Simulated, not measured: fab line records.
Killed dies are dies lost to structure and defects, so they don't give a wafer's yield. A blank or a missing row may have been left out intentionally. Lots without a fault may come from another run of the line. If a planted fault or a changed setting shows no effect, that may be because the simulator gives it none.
fab line records	flow n5_finfet
record lots=7	wafers=39
route steps=1938 shown FIN_SAQP@94 DUMMY_GATE@228 MOL_CONTACT_COAG@584
start_h: the number of hours between the record's first day and the start of the first shown wafer of the lot	wait_h: how many hours have passed since the lot's step before this one	" the same as in the row above	L1.1+2: a row that stands for several wafers	- no value present, or no start provided	* or withheld: withheld	< > ~ a bound
route shown NAME@n: a module of which the file shows steps, and the number in the route of the first	usual: mean/standard deviation of fault-free wafers	same: alike in all rows	chamber/n: place in a boat	sites: each site's reading	_std_site: standard deviation of those values	_edge_site: mean of outer sites minus mean of inner sites	radius_mm: for every site, how far away it sits from the centre of the wafer	mask NAME#n: copy n	behind: the last tool/chamber to shape the wafer	hold: the reason the lot was held/the length of the hold in hours/how it ended	device: the n, p or np transistor that did not switch	end of line: the route-end tests of the same wafers	step lacking rows: just its recipe	killed: not the wafer's yield, but the dies lost to structure and defects at the first sort	map: the dies of a wafer, with x for killed, . for not killed, _ for no die there
set.NAME: the setting as run; set.NAME@STEP: as run at that earlier step	model.NAME: the simulator's own value behind a step, which no gauge read
lots run with intentionally changed settings; tables by step, rows by wafer
## steps
# step N5_FIN_SAQP_ALD_61
# recipe material=SiO2	target_thk_a=40	temp_c=300	ald_precursor_family=BDEAS	ald_co_reactant=O2-plasma	pulse_time_s=1	purge_time_s=2	co_reactant_purge_time_s=2	ald_cycles=43	pressure_torr=2
lot.wafer	tool	chamber	start_h	wait_h	set.temp_c	model.SiO2_of_FIN_SAQP_ALD_61.thk_nm
L075.3	ald_sin-04	0	27.17	0.2	300	3.991
L075.4	"	1	"	"	300	4.019
L075.5	"	3	"	"	300	4.021
L076.1	ald_sin-04	0	33.90	0.0	300	3.984
L076.2	"	3	"	"	300	4.024
L076.3	"	1	"	"	300	3.999
L076.4	"	2	"	"	300	4.018
L076.5	"	3	"	"	300	3.995
L076.6	"	0	"	"	300	3.973
L082.1	ald_sin-01	3	67.88	0.0	300	4.009
L082.2	"	2	"	"	290.8	4.132
L082.3	"	1	"	"	300	4.028
L082.4	"	0	"	"	290.8	4.107
L082.5	"	0	"	"	300	3.998
L082.6	"	3	"	"	290.8	4.155
L083.1+3	ald_sin-01	3,0	76.03	0.9	300	3.999
L083.2	"	2	"	"	300	4
L083.4	"	1	"	"	304.2	3.973
L083.5	"	1	"	"	304.2	3.977
L083.6	"	2	"	"	304.2	3.969
L084.1	ald_sin-01	0	80.67	0.0	288.8	4.162
L084.2	"	3	"	"	288.8	4.166
L084.3	"	2	"	"	288.8	4.143
L084.4	"	1	"	"	300	3.984
L084.5	"	0	"	"	300	4.002
L084.6	"	1	"	"	300	3.998
L090.1	ald_sin-03	1	116.84	0.0	300	3.989
L090.2	"	0	"	"	300	3.983
L090.3	"	3	"	"	300	3.955
L090.4	"	2	"	"	300	3.996
L090.5	"	0	"	"	300	4.003
L090.6	"	3	"	"	300	3.981
L094.1	ald_sin-01	0	141.40	0.0	300	4.006
L094.2	"	3	"	"	300	4.007
L094.3	"	1	"	"	300	4.01
L094.4	"	2	"	"	300	3.991
L094.5	"	0	"	"	300	4.001
L094.6	"	3	"	"	300	4.012
# step N5_DUMMY_GATE_EXPOSE_12
# recipe mask_id=GATE	na=0.33	source_shape=annular	sigma_inner=0.2	sigma_outer=0.6	polarization=unpolarized	target_cd_nm=25	dose_mj=34
lot.wafer	tool	chamber	start_h	wait_h	mask	set.dose_mj
L075.3+4+5	euv_scanner-01	0	52.41	-	GATE#0	34
L076.1+2+4	euv_scanner-01	0	59.35	-	GATE#0	34
L076.3+5+6	"	0	"	"	GATE#0	35.91
L082.1+2+3+4+5+6	euv_scanner-01	0	92.89	-	GATE#0	34
L083.1+2+3+4+5+6	euv_scanner-01	0	105.65	-	GATE#0	34
L084.1+4+6	euv_scanner-02	0	111.41	-	GATE#0	34
L084.2+3+5	"	0	"	"	GATE#0	35.95
L090.1+2+3	euv_scanner-02	0	145.87	-	GATE#0	34.9
L090.4+5+6	"	0	"	"	GATE#0	34
L094.1+3+6	euv_scanner-02	0	168.05	-	GATE#0	34
L094.2+4+5	"	0	"	"	GATE#0	33.1
# step N5_DUMMY_GATE_PEB_13
# recipe peb_temp_c=100	peb_time_s=60	resist=CAR-EUV
# step N5_DUMMY_GATE_DEVELOP_14
# recipe develop_time_s=30	developer=TMAH	resist=CAR-EUV	rinse_liquid=surfactant_rinse	dry=air_spin	dev_temp_c=23
# step N5_DUMMY_GATE_CD_MEAS_15
# recipe target_cd_nm=25.8	landing_energy_ev=500	detector=se_inlens
# usual cd_nm=25.05/0.23
lot.wafer	tool	chamber	start_h	wait_h	set.dose_mj@DUMMY_GATE_EXPOSE_12	cd_nm
L075.3	cd_sem-02	0	52.53	-	34	25.23
L075.4	"	0	"	"	34	25.01
L075.5	"	0	"	"	34	25.02
L076.1	cd_sem-03	0	59.47	-	34	25.29
L076.2	"	0	"	"	34	24.71
L076.3	"	0	"	"	35.91	24.01
L076.4	"	0	"	"	34	25.20
L076.5	"	0	"	"	35.91	24.29
L076.6	"	0	"	"	35.91	24.03
L082.1	cd_sem-02	0	93.01	-	34	24.89
L082.2	"	0	"	"	34	25.20
L082.3	"	0	"	"	34	24.74
L082.4	"	0	"	"	34	25.01
L082.5	"	0	"	"	34	24.90
L082.6	"	0	"	"	34	25.07
L083.1	cd_sem-02	0	105.78	-	34	25.15
L083.2	"	0	"	"	34	24.71
L083.3	"	0	"	"	34	25.02
L083.4	"	0	"	"	34	24.94
L083.5	"	0	"	"	34	24.88
L083.6	"	0	"	"	34	24.89
L084.1	cd_sem-01	0	111.54	-	34	25.31
L084.2	"	0	"	"	35.95	24.05
L084.3	"	0	"	"	35.95	24.16
L084.4	"	0	"	"	34	25.13
L084.5	"	0	"	"	35.95	24.51
L084.6	"	0	"	"	34	25.38
L090.1	cd_sem-01	0	145.99	-	34.9	24.42
L090.2	"	0	"	"	34.9	24.72
L090.3	"	0	"	"	34.9	24.50
L090.4	"	0	"	"	34	24.70
L090.5	"	0	"	"	34	24.98
L090.6	"	0	"	"	34	24.94
L094.1	cd_sem-01	0	168.17	-	34	24.97
L094.2	"	0	"	"	33.1	25.71
L094.3	"	0	"	"	34	24.95
L094.4	"	0	"	"	33.1	25.37
L094.5	"	0	"	"	33.1	25.70
L094.6	"	0	"	"	34	25.23
# step N5_DUMMY_GATE_ETCH_37
# recipe chemistry=N2/H2	target=SOC	target_depth_a=600	overetch_a=300	temp_c=40	ion_energy_ev=200	pressure_mtorr=30	source_w=840	bias_w=150	n2_flow_sccm=200	h2_flow_sccm=200
# usual rf_vpp_V=524.3/2
lot.wafer	tool	chamber	start_h	wait_h	set.source_w	rf_vpp_V
L075.3	rie_diel-06	3	52.87	0.0	840	522.4
L075.4	"	0	"	"	840	527.3
L075.5	"	3	"	"	840	521.0
L076.1	rie_diel-02	2	59.75	0.0	938.2	504.4
L076.2	"	1	"	"	840	522.8
L076.3	"	3	"	"	840	524.0
L076.4	"	0	"	"	840	525.5
L076.5	"	2	"	"	938.2	505.5
L076.6	"	3	"	"	938.2	506.1
L082.1	rie_diel-02	0	93.29	0.0	840	525.8
L082.2	"	1	"	"	701.9	557.7
L082.3	"	2	"	"	701.9	556.2
L082.4	"	3	"	"	840	524.9
L082.5	"	2	"	"	701.9	555.3
L082.6	"	3	"	"	840	525.4
L083.1	rie_diel-04	1	106.05	0.0	840	521.1
L083.2	"	0	"	"	840	523.2
L083.3	"	2	"	"	756.7	545.9
L083.4	"	3	"	"	756.7	544.9
L083.5	"	3	"	"	840	526.5
L083.6	"	0	"	"	756.7	541.6
L084.1	rie_diel-02	1	111.98	0.0	840	525.8
L084.2	"	0	"	"	970.8	499.3
L084.3	"	2	"	"	840	523.6
L084.4	"	3	"	"	840	524.3
L084.5	"	3	"	"	970.8	500.5
L084.6	"	0	"	"	970.8	500.5
L090.1	rie_diel-06	2	146.27	0.0	953.5	501.2
L090.2	"	3	"	"	840	520.9
L090.3	"	0	"	"	840	525.8
L090.4	"	1	"	"	840	524.9
L090.5	"	3	"	"	953.5	499.8
L090.6	"	0	"	"	953.5	504.7
L094.1	rie_diel-02	3	168.45	0.0	840	523.9
L094.2	"	2	"	"	782.7	534.8
L094.3	"	1	"	"	840	525.6
L094.4	"	0	"	"	782.7	536.7
L094.5	"	3	"	"	840	525.8
L094.6	"	0	"	"	782.7	538.5
# step N5_DUMMY_GATE_ETCH_31
# recipe chemistry=C4F6/O2	target=SiO2	mask_material=SOC	target_depth_a=825	time_s=27.5	ion_energy_ev=250	pressure_mtorr=30	source_w=345	bias_w=185	Ar_flow_sccm=300	C4F6_flow_sccm=10	O2_flow_sccm=10
lot.wafer	tool	chamber	start_h	wait_h	set.target_depth_a	model.etch.depth_nm	model.SOC_of_DUMMY_GATE_COAT_34.thk_nm
L075.3	rie_diel-06	3	53.15	0.0	825	82.53	51.8
L075.4	"	2	"	"	825	80.86	51.8
L075.5	"	0	"	"	825	82.85	52
L076.1	rie_diel-02	3	60.03	0.0	718.5	71.91	52.8
L076.2	"	0	"	"	718.5	69.38	53
L076.3	"	1	"	"	718.5	70.71	52.8
L076.4	"	2	"	"	825	79.47	52.2
L076.5	"	2	"	"	825	80.07	51.8
L076.6	"	3	"	"	825	82.37	51.8
L082.1	rie_diel-06	3	93.69	0.1	872.7	89.15	51.2
L082.2	"	2	"	"	872.7	87.75	51.4
L082.3	"	1	"	"	825	83.05	52.2
L082.4	"	0	"	"	825	83.03	52
L082.5	"	0	"	"	872.7	88.46	51.4
L082.6	"	3	"	"	825	83.58	51.8
L083.1	rie_diel-06	1	106.33	0.0	825	82.95	51.8
L083.2	"	3	"	"	825	82.36	51.8
L083.3	"	0	"	"	825	82.65	51.8
L083.4	"	2	"	"	825	81.37	51.8
L083.5	"	0	"	"	825	83.1	51.8
L083.6	"	1	"	"	825	82.64	51.8
L084.1	rie_diel-06	0	112.34	0.1	880.4	88.72	51
L084.2	"	1	"	"	880.4	88.74	51.2
L084.3	"	3	"	"	825	82.05	51.8
L084.4	"	2	"	"	825	81.49	51.6
L084.5	"	1	"	"	825	82.76	51.6
L084.6	"	0	"	"	880.4	88.52	51.2
L090.1	rie_diel-02	0	146.62	0.1	825	84.11	52
L090.2	"	3	"	"	897.6	90.73	51.4
L090.3	"	2	"	"	825	81.58	52
L090.4	"	2	"	"	897.6	87.8	51.8
L090.5	"	0	"	"	897.6	91.17	51.2
L090.6	"	3	"	"	825	83.45	52
L094.1	rie_diel-04	3	168.76	0.1	825	80.02	52.2
L094.2	"	2	"	"	729.6	71.78	52.8
L094.3	"	1	"	"	729.6	70.44	53
L094.4	"	0	"	"	729.6	70.58	53.2
L094.5	"	1	"	"	825	80.21	52.2
L094.6	"	0	"	"	825	80.42	52.2
# step N5_DUMMY_GATE_ETCH_32
# recipe chemistry=CF4	target=SiO2	target_depth_a=35	time_s=3.9	ion_energy_ev=350	pressure_mtorr=10	icp_w=800	bias_w=400	cf4_flow_sccm=80
lot.wafer	tool	chamber	start_h	wait_h	set.time_s	model.etch.depth_nm
L075.3	rie_si-03	2	53.39	0.1	3.9	3.42
L075.4	"	0	"	"	3.9	3.445
L075.5	"	3	"	"	3.9	3.524
L076.1	rie_si-04	3	60.28	0.1	3.9	3.543
L076.2	"	0	"	"	3.9	3.352
L076.3	"	2	"	"	3.9	3.53
L076.4	"	0	"	"	3.9	3.36
L076.5	"	3	"	"	3.9	3.537
L076.6	"	2	"	"	3.9	3.545
L082.1	rie_si-02	3	93.93	0.1	3.9	3.37
L082.2	"	2	"	"	4.452	4.034
L082.3	"	1	"	"	3.9	3.43
L082.4	"	0	"	"	3.9	3.518
L082.5	"	2	"	"	4.452	4.041
L082.6	"	1	"	"	4.452	3.923
L083.1	rie_si-02	0	106.58	0.1	3.9	3.511
L083.2	"	3	"	"	3.9	3.359
L083.3	"	2	"	"	3.9	3.561
L083.4	"	1	"	"	3.9	3.425
L083.5	"	0	"	"	3.9	3.505
L083.6	"	1	"	"	3.9	3.437
L084.1	rie_si-04	2	112.58	0.1	3.9	3.575
L084.2	"	3	"	"	3.9	3.577
L084.3	"	1	"	"	3.9	3.533
L084.4	"	0	"	"	3.9	3.454
L084.5	"	2	"	"	3.9	3.538
L084.6	"	3	"	"	3.9	3.521
L090.1	rie_si-03	0	146.87	0.1	3.9	3.447
L090.2	"	3	"	"	4.196	3.869
L090.3	"	2	"	"	3.9	3.421
L090.4	"	1	"	"	4.196	3.837
L090.5	"	0	"	"	3.9	3.452
L090.6	"	1	"	"	4.196	3.816
L094.1	rie_si-02	1	169.01	0.1	3.9	3.423
L094.2	"	0	"	"	3.9	3.51
L094.3	"	2	"	"	3.9	3.57
L094.4	"	3	"	"	3.9	3.372
L094.5	"	2	"	"	3.9	3.519
L094.6	"	3	"	"	3.9	3.391
# step N5_MOL_CONTACT_COAG_ETCHBACK_135
# recipe chemistry=CHF3	target=SiO2	target_depth_a=250	time_s=16.7	ion_energy_ev=200	pressure_mtorr=30	source_w=610	bias_w=170	Ar_flow_sccm=200	CHF3_flow_sccm=50
lot.wafer	tool	chamber	start_h	wait_h	set.time_s	model.SOC_of_MOL_CONTACT_COAG_COAT_75.thk_nm
L075.3+4	rie_diel-03	1,2	110.15	0.0	16.7	57.2
L075.5	"	0	"	"	16.7	57.4
L076.1+3	rie_diel-05	1,2	117.54	0.0	16.7	57.2
L076.2+5	"	3,0	"	"	15.39	57.4
L076.4	"	0	"	"	16.7	57.4
L076.6	"	3	"	"	15.39	57.6
L082.1+5	rie_diel-01	1,3	149.46	0.0	20.37	56.8
L082.2+3+6	"	2,0,0	"	"	16.7	57.4
L082.4	"	3	"	"	20.37	56.6
L083.1	rie_diel-01	3	162.40	0.0	16.7	57.6
L083.2	"	1	"	"	15.62	57.8
L083.3+5	"	0,3	"	"	15.62	57.6
L083.4+6	"	0,1	"	"	16.7	57.4
L084.1+4	rie_diel-05	1,3	166.41	0.0	16.7	57.6
L084.2+3+5+6	"	2,0,0,1	"	"	16.7	57.4
L090.1+5	rie_diel-01	3,0	201.05	0.0	16.7	57.2
L090.2+6	"	1,3	"	"	19.1	57
L090.3	"	2	"	"	19.1	56.8
L090.4	"	0	"	"	16.7	57.4
L094.1	rie_diel-05	1	222.69	0.0	16.7	57.2
L094.2	"	0	"	"	16.7	57.4
L094.3	"	2	"	"	16.7	57
L094.4+5	"	2,1	"	"	19.69	56.6
L094.6	"	0	"	"	19.69	56.8
# step N5_MOL_CONTACT_COAG_ETCH_124
# recipe chemistry=CH3F/O2	target=SiNx	target_depth_a=65	mask_material=SOC	stop_on=SiOC	over_etch_frac=0.3	ion_energy_ev=120	pressure_mtorr=30	source_w=395	bias_w=73	Ar_flow_sccm=150	CH3F_flow_sccm=30	O2_flow_sccm=20	ends=end_point
# usual rf_vpp_V=297/3.6
lot.wafer	tool	chamber	start_h	wait_h	set.source_w	rf_vpp_V
L075.3	rie_diel-03	1	112.01	0.0	395	297
L075.4	"	3	"	"	395	298
L075.5	"	1	"	"	395	294
L076.1	rie_diel-05	2	119.01	0.0	395	299
L076.2	"	0	"	"	395	298
L076.3	"	3	"	"	421.4	295
L076.4	"	1	"	"	395	289
L076.5	"	0	"	"	421.4	289
L076.6	"	3	"	"	421.4	293
L082.1	rie_diel-01	3	151.26	0.0	395	300
L082.2	"	0	"	"	338	319
L082.3	"	1	"	"	395	296
L082.4	"	2	"	"	338	321
L082.5	"	1	"	"	338	320
L082.6	"	2	"	"	395	297
L083.1	rie_diel-01	3	164.64	0.0	395	302
L083.2	"	1	"	"	455	276
L083.3	"	0	"	"	395	296
L083.4	"	0	"	"	395	298
L083.5	"	3	"	"	455	282
L083.6	"	1	"	"	455	277
L084.1	rie_diel-01	3	168.16	0.0	440	286
L084.2	"	1	"	"	440	281
L084.3	"	0	"	"	395	297
L084.4	"	3	"	"	395	302
L084.5	"	0	"	"	440	282
L084.6	"	1	"	"	395	296
L090.1	rie_diel-01	2	202.49	0.0	395	295
L090.2	"	3	"	"	395	300
L090.3	"	1	"	"	395	294
L090.4	"	0	"	"	395	298
L090.5	"	0	"	"	395	297
L090.6	"	3	"	"	395	301
L094.1	rie_diel-05	1	224.21	0.0	395	290
L094.2	"	0	"	"	333	323
L094.3	"	2	"	"	333	322
L094.4	"	2	"	"	395	299
L094.5	"	1	"	"	395	289
L094.6	"	0	"	"	333	321
## key
split step=N5_FIN_SAQP_ALD_61	setting=temp_c	stated=300	by=wafer
response step=N5_FIN_SAQP_ALD_61	reading=model.SiO2_of_FIN_SAQP_ALD_61.thk_nm	change=-0.0399	per=1%	r=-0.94
split step=N5_DUMMY_GATE_EXPOSE_12	setting=dose_mj	stated=34	by=wafer
response step=N5_DUMMY_GATE_CD_MEAS_15	reading=cd_nm	change=-0.173	per=1%	r=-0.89
split step=N5_DUMMY_GATE_ETCH_37	setting=source_w	stated=840	by=wafer
response step=N5_DUMMY_GATE_ETCH_37	reading=rf_vpp_V	change=-1.73	per=1%	r=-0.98
split step=N5_DUMMY_GATE_ETCH_31	setting=target_depth_a	stated=825	by=wafer
response step=N5_DUMMY_GATE_ETCH_31	reading=model.etch.depth_nm	change=+0.812	per=1%	r=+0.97
response step=N5_DUMMY_GATE_ETCH_31	reading=model.SOC_of_DUMMY_GATE_COAT_34.thk_nm	change=-0.0733	per=1%	r=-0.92
split step=N5_DUMMY_GATE_ETCH_32	setting=time_s	stated=3.9	by=wafer
response step=N5_DUMMY_GATE_ETCH_32	reading=model.etch.depth_nm	change=+0.0425	per=1%	r=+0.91
split step=N5_MOL_CONTACT_COAG_ETCHBACK_135	setting=time_s	stated=16.7	by=wafer
response step=N5_MOL_CONTACT_COAG_ETCHBACK_135	reading=model.SOC_of_MOL_CONTACT_COAG_COAT_75.thk_nm	change=-0.0286	per=1%	r=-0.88
split step=N5_MOL_CONTACT_COAG_ETCH_124	setting=source_w	stated=395	by=wafer
response step=N5_MOL_CONTACT_COAG_ETCH_124	reading=rf_vpp_V	change=-1.49	per=1%	r=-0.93
